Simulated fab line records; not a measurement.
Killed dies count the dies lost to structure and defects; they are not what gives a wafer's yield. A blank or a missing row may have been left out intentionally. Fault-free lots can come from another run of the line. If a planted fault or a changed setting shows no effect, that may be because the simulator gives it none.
The same fault as seen by 2 desks / flow nand-harc / only its own numbers are on each desk; what lay behind them is given at the end

## THE TOOL OWNER'S DESK: ald-metal-01
The tool's own readings at NHARC_A_WL_FILL_ALD_02 (deposits TiN, target thk 2 nm, pulse time 3 s, ald cycles 100): means of the sampled wafers that have a number, for each lot that ran on this tool. The brackets show how far a lot's mean lies from the usual mean; more than 4 standard deviations puts the lot out of limits, marked OUT.
Columns: A = heater-power-outer-w at NHARC_A_WL_FILL_ALD_02, usual 707 W; B = heater-power-w at NHARC_A_WL_FILL_ALD_02, usual 1096 W; C = precursor-pulse-height-rel at NHARC_A_WL_FILL_ALD_02, usual 0.999
lot=L992; first seen here=day 21 17:40; A=826; B=1203; C=1.004
lot=L998; first seen here=day 24 07:00; A=662; B=1020; C=0.997
lot=L102; first seen here=day 24 23:44; A=774; B=1178; C=0.999
lot=L103; first seen here=day 26 02:45; A=698; B=1084; C=0.997
lot=L111; first seen here=day 29 23:56; A=720; B=1102; C=1.001
Finding of this desk: none of the 5 lots has anything out of limits.

## THE DEFECT DESK
What the inspections along the route counted, lot by lot: means of the sampled wafers that have a number. The brackets show how far a lot's mean lies from the usual mean; more than 4 standard deviations puts the lot out of limits, marked OUT.
Columns: A = raw-defect-count at NHARC_A_SLIT_INSPECT_11, usual 54
lot=L990; first seen here=day 20 09:11; A=65
lot=L992; first seen here=day 21 04:07; A=20
lot=L993; first seen here=day 21 05:42; A=117
lot=L994; first seen here=day 21 05:56; A=26
lot=L996; first seen here=day 21 16:28; A=69
lot=L998; first seen here=day 23 13:46; A=128
lot=L102; first seen here=day 24 10:11; A=36
lot=L103; first seen here=day 25 09:22; A=26
lot=L104; first seen here=day 25 09:31; A=81
lot=L105; first seen here=day 26 07:58; A=19
lot=L108; first seen here=day 26 15:23; A=57
lot=L110; first seen here=day 28 14:34; A=56
lot=L112; first seen here=day 28 21:30; A=11
lot=L111; first seen here=day 29 10:14; A=36
Finding of this desk: none of the 14 lots has anything out of limits.

## BROUGHT TOGETHER
The tool owner's desk saw nothing out of limits.
Nothing the defect desk looked at was out of limits.

## WHAT THE SIMULATOR PUT IN
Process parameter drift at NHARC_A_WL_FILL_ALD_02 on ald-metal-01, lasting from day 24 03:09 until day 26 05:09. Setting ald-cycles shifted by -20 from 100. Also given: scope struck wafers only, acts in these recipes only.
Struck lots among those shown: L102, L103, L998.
